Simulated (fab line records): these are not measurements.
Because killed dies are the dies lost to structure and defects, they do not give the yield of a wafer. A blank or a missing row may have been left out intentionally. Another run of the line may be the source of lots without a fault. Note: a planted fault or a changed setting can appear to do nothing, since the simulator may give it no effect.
Which of the tools did it?	flow n5 finfet	72 wafers from 24 lots sampled at 6 of the route's 1938 steps

## WHAT THE GAUGES READ, wafer by wafer
N5_SDB_THK_MEAS_31.
lot	measured	on	SDB_THK (nm)
L074	day 4 03:26	film metro-02	66.2 66.2 66.6
L075	day 4 05:16	film metro-02	63.8 64.5 63.6
L076	day 4 11:30	film metro-01	64.2 63.3 64.2
L077	day 4 15:34	film metro-01	65.2 63.7 64.3
L078	day 4 22:50	film metro-02	66.4 65.0 63.5
L079	day 5 05:29	film metro-01	64.6 64.3 64.3
L080	day 5 10:29	film metro-01	63.2 63.7 62.6
L081	day 5 17:55	film metro-02	65.1 65.0 65.7
L082	day 5 21:47	film metro-01	65.0 64.4 64.7
L083	day 6 04:20	film metro-02	64.0 64.9 63.8
L084	day 6 11:11	film metro-02	63.5 65.5 63.8
L085	day 6 15:28	film metro-01	66.6 65.6 65.6
L086	day 7 03:01	film metro-02	62.9 63.1 63.6
L087	day 7 05:19	film metro-01	65.1 65.7 65.3
L088	day 7 13:37	film metro-02	63.3 63.2 64.7
L089	day 7 15:52	film metro-02	63.4 64.3 66.2
L090	day 7 20:49	film metro-02	64.6 63.8 64.0
L091	day 8 04:08	film metro-01	63.7 63.6 64.2
L092	day 8 14:00	film metro-02	64.6 64.7 64.2
L093	day 8 20:05	film metro-02	62.4 64.9 63.7
L094	day 9 00:41	film metro-01	61.4 62.8 62.5
L095	day 9 03:31	film metro-02	64.2 64.0 63.3
L096	day 9 15:30	film metro-01	64.5 65.1 64.9
L097	day 9 15:46	film metro-02	64.3 65.4 63.6

N5_DUMMY_REMOVAL_INSPECT_06: inspects for defects (brightfield).
lot	measured	on	raw defect count
L074	day 4 03:42	defect inspect-02	9 12 8
L075	day 4 05:33	defect inspect-02	9 10 9
L076	day 4 11:47	defect inspect-02	27 20 20
L077	day 4 16:01	defect inspect-02	6 11 9
L078	day 4 23:05	defect inspect-01	18 12 15
L079	day 5 05:44	defect inspect-02	11 11 7
L080	day 5 10:47	defect inspect-02	17 14 8
L081	day 5 18:20	defect inspect-01	9 6 11
L082	day 5 22:11	defect inspect-01	4 10 10
L083	day 6 04:36	defect inspect-01	13 5 9
L084	day 6 11:34	defect inspect-01	6 11 8
L085	day 6 15:56	defect inspect-02	5 6 5
L086	day 7 03:17	defect inspect-01	6 4 13
L087	day 7 05:34	defect inspect-02	10 4 10
L088	day 7 13:52	defect inspect-02	13 9 6
L089	day 7 16:07	defect inspect-02	17 9 18
L090	day 7 21:16	defect inspect-01	16 21 19
L091	day 8 04:26	defect inspect-02	11 11 8
L092	day 8 14:16	defect inspect-02	11 5 11
L093	day 8 20:23	defect inspect-02	18 5 11
L094	day 9 00:56	defect inspect-02	12 16 12
L095	day 9 03:47	defect inspect-01	10 11 10
L096	day 9 15:46	defect inspect-01	5 18 13
L097	day 9 16:01	defect inspect-01	6 14 13

## EACH LOT AND THE TOOL THAT RAN IT (in order: tool; ch and the chambers of the sampled wafers; start)
lot	N5_ILD0_LINER_00	N5_ILD0_CMP_03	N5_SDB_DESCUM_16	N5_DUMMY_REMOVAL_STRIP_10
L074	ald sin-01 ch 0,1,2, day 3 15:41	cmp-02 ch 0,1,2, day 3 18:44	rie diel-06 ch 1,2, day 3 23:37	rie diel-01 ch 0,2,3, day 4 03:32
L075	ald sin-04 ch 1,2,3, day 3 17:41	cmp-04 ch 0,2, day 3 20:05	rie diel-06 ch 1,2,3, day 4 00:49	rie diel-01 ch 0,2,3, day 4 05:23
L076	ald sin-01 ch 2,3, day 4 00:16	cmp-03 ch 0,1,2, day 4 02:42	rie diel-06 ch 2,3, day 4 07:13	rie diel-02 ch 0,1, day 4 11:37
L077	ald sin-04 ch 0,2,3, day 4 04:40	cmp-04 ch 0,2,3, day 4 07:02	rie diel-06 ch 1,2, day 4 11:28	rie diel-03 ch 0,2, day 4 15:52
L078	ald sin-04 ch 1,2,3, day 4 11:37	cmp-03 ch 0,2, day 4 13:59	rie diel-04 ch 1,2,3, day 4 18:28	rie diel-01 ch 0,3, day 4 22:56
L079	ald sin-01 ch 0,2, day 4 18:26	cmp-03 ch 0,2,3, day 4 20:52	rie diel-05 ch 0,1, day 5 01:40	rie diel-02 ch 0,2,3, day 5 05:35
L080	ald sin-04 ch 0,1,2, day 4 22:56	cmp-04 ch 1,3, day 5 01:22	rie diel-04 ch 0,1,3, day 5 06:39	rie diel-01 ch 1,2,3, day 5 10:34
L081	ald sin-03 ch 1,2, day 5 06:06	cmp-02 ch 0,1, day 5 08:30	rie diel-05 ch 0,1, day 5 14:04	rie diel-02 ch 1,2,3, day 5 18:08
L082	ald sin-01 ch 1,2, day 5 11:04	cmp-04 ch 2,3, day 5 13:28	rie diel-05 ch 1,3, day 5 17:55	rie diel-03 ch 0,1,2, day 5 22:01
L083	ald sin-04 ch 1,2,3, day 5 17:26	cmp-03 ch 0,1, day 5 19:47	rie diel-06 ch 2,3, day 6 00:17	rie diel-03 ch 1,3, day 6 04:26
L084	ald sin-03 ch 0,1,3, day 5 23:35	cmp-04 ch 0,1,3, day 6 02:00	rie diel-05 ch 1,2,3, day 6 06:24	rie diel-01 ch 0,3, day 6 11:25
L085	ald sin-03 ch 2,3, day 6 04:47	cmp-03 ch 0,1,2, day 6 07:14	rie diel-04 ch 0,3, day 6 11:35	rie diel-01 ch 0,1, day 6 15:46
L086	ald sin-03 ch 0,2,3, day 6 15:31	cmp-02 ch 1,2,3, day 6 17:59	rie diel-05 ch 0,2,3, day 6 22:19	rie diel-02 ch 0,1, day 7 03:07
L087	ald sin-01 ch 0,1,2, day 6 18:01	cmp-03 ch 0,1,2, day 6 20:23	rie diel-04 ch 0,1,2, day 7 00:50	rie diel-02 ch 0,2,3, day 7 05:25
L088	ald sin-04 ch 0,2,3, day 7 02:41	cmp-04 ch 0,1, day 7 05:17	rie diel-06 ch 0,3, day 7 09:46	rie diel-01 ch 0,3, day 7 13:43
L089	ald sin-04 ch 0,1, day 7 05:00	cmp-04 ch 0,3, day 7 07:23	rie diel-06 ch 0,1,2, day 7 12:02	rie diel-02 ch 1,2,3, day 7 15:57
L090	ald sin-04 ch 1,2, day 7 09:56	cmp-04 ch 2,3, day 7 12:19	rie diel-06 ch 2,3, day 7 16:42	rie diel-02 ch 1,2, day 7 21:06
L091	ald sin-01 ch 0,1,3, day 7 17:24	cmp-02 ch 0,1,3, day 7 19:46	rie diel-05 ch 1,2,3, day 8 00:19	rie diel-03 ch 0,1,3, day 8 04:14
L092	ald sin-03 ch 0,3, day 8 03:16	cmp-04 ch 1,2,3, day 8 05:40	rie diel-04 ch 0,1,2, day 8 10:04	rie diel-01 ch 0,2,3, day 8 14:06
L093	ald sin-01 ch 0,1, day 8 07:43	cmp-04 ch 1,2, day 8 10:07	rie diel-06 ch 2,3, day 8 15:17	rie diel-01 ch 0,1,2, day 8 20:13
L094	ald sin-01 ch 1,2,3, day 8 14:10	cmp-02 ch 0,1,2, day 8 16:33	rie diel-04 ch 0,1,2, day 8 20:52	rie diel-03 ch 0,2,3, day 9 00:47
L095	ald sin-01 ch 0,3, day 8 16:44	cmp-04 ch 2,3, day 8 19:06	rie diel-04 ch 1,3, day 8 23:24	rie diel-03 ch 1,3, day 9 03:37
L096	ald sin-01 ch 0,3, day 9 03:34	cmp-02 ch 0,2,3, day 9 06:22	rie diel-04 ch 0,2, day 9 11:01	rie diel-01 ch 0,1,3, day 9 15:36
L097	ald sin-04 ch 2,3, day 9 04:34	cmp-04 ch 1,2, day 9 06:56	rie diel-05 ch 1,2,3, day 9 11:49	rie diel-02 ch 1,2,3, day 9 15:51
- N5_ILD0_LINER_00: material SiNx, target thk 4 nm, pulse time 1 s, purge time 2 s.
- N5_ILD0_CMP_03: polishes, stops on SiNx, t overpolish 1.9 s, target thk 197.38 nm.
- N5_SDB_DESCUM_16: chemistry O2, time 7.9 s.
- N5_DUMMY_REMOVAL_STRIP_10: strips in N2/H2, time 40 s.

## WHAT THE TOOLS THEMSELVES READ (means of the sampled wafers that have a number; where no wafer has one, the mark that the record gives instead)
N5_ILD0_LINER_00.
lot	tool	heater power w (W)	precursor pulse height rel	susceptor temp C (C)
L074	ald sin-01	832	0.988	399.97
L075	ald sin-04	853	1.022	400.01
L076	ald sin-01	943	0.990	400.10
L077	ald sin-04	830	1.018	399.94
L078	ald sin-04	854	1.012	399.94
L079	ald sin-01	863	0.991	400.04
L080	ald sin-04	904	1.001	400.08
L081	ald sin-03	703	0.997	400.06
L082	ald sin-01	827	1.002	399.97
L083	ald sin-04	858	1.007	400.04
L084	ald sin-03	802	0.986	399.82
L085	ald sin-03	713	0.985	399.99
L086	ald sin-03	764	0.989	399.95
L087	ald sin-01	840	1.026	399.94
L088	ald sin-04	843	0.985	399.87
L089	ald sin-04	933	0.985	400.21
L090	ald sin-04	905	1.005	400.08
L091	ald sin-01	863	1.001	400.03
L092	ald sin-03	817	1.002	400.03
L093	ald sin-01	818	1.004	399.93
L094	ald sin-01	881	0.983	399.95
L095	ald sin-01	865	0.979	400.00
L096	ald sin-01	926	0.982	399.87
L097	ald sin-04	784	1.008	399.95

N5_ILD0_CMP_03.
lot	tool	motor current A (A)	overpolish run s (s)	slurry flow ml min	time to endpoint s (s)
L074	cmp-02	12.0	1.895	150.3	68
L075	cmp-04	13.5	1.901	150.2	67
L076	cmp-03	13.4	1.894	150.3	72
L077	cmp-04	12.6	1.907	150.0	68
L078	cmp-03	13.2	1.899	150.5	77
L079	cmp-03	12.7	1.905	150.0	77
L080	cmp-04	13.8	1.901	150.3	69
L081	cmp-02	13.2	1.903	150.2	74
L082	cmp-04	14.0	1.898	150.9	67
L083	cmp-03	13.1	1.902	150.3	77
L084	cmp-04	12.9	1.894	150.2	67
L085	cmp-03	13.3	1.904	149.9	76
L086	cmp-02	12.7	1.911	150.3	69
L087	cmp-03	12.8	1.901	149.9	78
L088	cmp-04	13.4	1.893	150.0	70
L089	cmp-04	11.6	1.899	149.3	70
L090	cmp-04	13.9	1.908	149.9	67
L091	cmp-02	12.0	1.900	149.8	71
L092	cmp-04	13.7	1.890	150.2	70
L093	cmp-04	14.2	1.898	149.9	69
L094	cmp-02	12.2	1.901	150.1	69
L095	cmp-04	13.6	1.895	150.1	68
L096	cmp-02	11.5	1.914	149.9	70
L097	cmp-04	14.1	1.906	150.4	71

N5_SDB_DESCUM_16.
lot	tool	drypump motor current A (A)	o2 flow sccm (sccm)	oes product au (a.u.)	rf fwd power W (W)	rf vpp V (V)	showerhead plenum p Torr (Torr)	throttle valve pct (%)
L074	rie diel-06	6.2	224.9	0.89	49.34	243.7	2.16	20.31
L075	rie diel-06	6.2	225.3	0.82	49.35	244.2	2.08	20.22
L076	rie diel-06	6.3	225.0	0.74	49.50	241.4	2.00	20.15
L077	rie diel-06	6.2	225.2	0.89	49.36	243.9	2.16	20.32
L078	rie diel-04	5.9	224.9	0.81	49.48	244.1	2.14	20.29
L079	rie diel-05	5.4	224.9	0.75	49.21	244.6	2.12	20.33
L080	rie diel-04	5.7	224.7	0.84	49.58	244.1	2.14	20.20
L081	rie diel-05	5.3	225.9	0.73	49.41	242.2	2.04	20.56
L082	rie diel-05	5.8	224.8	0.74	49.42	243.7	2.15	20.28
L083	rie diel-06	6.3	226.0	0.73	49.38	242.4	1.99	20.19
L084	rie diel-05	5.8	225.6	0.81	49.48	243.3	2.13	20.17
L085	rie diel-04	5.5	225.1	0.83	49.45	244.4	2.14	20.35
L086	rie diel-05	5.6	224.9	0.86	49.54	244.3	2.14	20.24
L087	rie diel-04	5.8	225.3	0.86	49.51	243.3	2.13	20.29
L088	rie diel-06	6.4	225.1	0.70	49.34	242.0	2.01	20.15
L089	rie diel-06	6.0	225.2	0.80	49.40	243.0	2.11	20.36
L090	rie diel-06	5.9	224.9	0.74	49.56	241.4	2.00	20.31
L091	rie diel-05	5.8	224.6	0.78	49.27	244.2	2.13	20.19
L092	rie diel-04	5.8	225.4	0.85	49.50	244.2	2.12	20.31
L093	rie diel-06	6.3	226.0	0.71	49.48	242.3	1.98	20.22
L094	rie diel-04	5.8	225.0	0.84	49.43	243.8	2.12	20.32
L095	rie diel-04	5.9	224.6	0.88	49.57	243.7	2.13	19.99
L096	rie diel-04	5.6	225.0	0.84	49.35	243.3	2.12	20.45
L097	rie diel-05	5.8	225.7	0.77	49.49	244.6	2.13	20.22

N5_DUMMY_REMOVAL_STRIP_10.
lot	tool	drypump motor current A (A)	n2 flow sccm (sccm)	oes product au (a.u.)	rf vpp V (V)	showerhead plenum p Torr (Torr)	throttle valve pct (%)
L074	rie diel-01	5.4	300.0	0.91	44.8	3.44	11.89
L075	rie diel-01	5.4	300.6	0.91	44.9	3.44	11.89
L076	rie diel-02	5.9	299.9	0.74	45.5	3.41	12.38
L077	rie diel-03	5.9	300.0	0.77	44.9	3.42	12.11
L078	rie diel-01	5.7	299.2	0.91	46.0	3.53	11.98
L079	rie diel-02	5.4	300.4	0.78	45.9	3.43	12.13
L080	rie diel-01	5.4	300.6	0.86	45.4	3.38	11.91
L081	rie diel-02	5.3	299.4	0.75	45.7	3.37	12.35
L082	rie diel-03	6.2	299.3	0.89	45.1	3.47	11.93
L083	rie diel-03	6.0	300.5	0.88	45.8	3.46	12.04
L084	rie diel-01	5.6	299.5	0.90	44.8	3.48	11.98
L085	rie diel-01	5.7	300.6	0.82	45.8	3.46	12.09
L086	rie diel-02	6.0	299.9	0.75	45.4	3.46	12.21
L087	rie diel-02	5.4	300.2	0.76	45.1	3.42	12.17
L088	rie diel-01	5.7	300.2	0.87	45.0	3.52	12.04
L089	rie diel-02	5.3	300.4	0.73	45.4	3.36	12.39
L090	rie diel-02	5.5	298.8	0.74	45.3	3.31	12.48
L091	rie diel-03	6.0	300.1	0.87	45.3	3.41	11.97
L092	rie diel-01	5.4	300.3	0.85	45.3	3.42	11.96
L093	rie diel-01	5.5	299.3	0.81	44.9	3.41	12.03
L094	rie diel-03	6.0	300.8	0.90	45.4	3.45	11.87
L095	rie diel-03	6.0	299.8	0.84	45.1	3.45	12.10
L096	rie diel-01	5.7	299.5	0.83	45.3	3.46	12.08
L097	rie diel-02	5.3	300.2	0.72	45.0	3.35	12.42

## THE ANSWER, worked out from the rows above alone
Rule: the lots themselves supply what counts as usual. Put in order of their means at a reading, lots are off if they are a third of the lots or fewer, leave a main group of 4 or more, and stand apart from it by a gap of 3 or more times the standard deviation of the main group's means; of several such gaps the widest counts. The tables above print the reading to a certain number of digits; a main group whose means all agree to those digits is not used. A lot without any number at a reading at which 4 lots or more have one is off too. Where the step has rows for the other lots, those lots are counted as sound. The gauges are gone through in route order, then the tools' own readings, and for those a lot's mean is taken as printed above. At the first step where some lot is off, the reading lying furthest off is the one used; lots without a number count as furthest.
Across all readings shown, no lot is off: no conclusion can be drawn from this.

## WHAT THE SIMULATOR PUT IN
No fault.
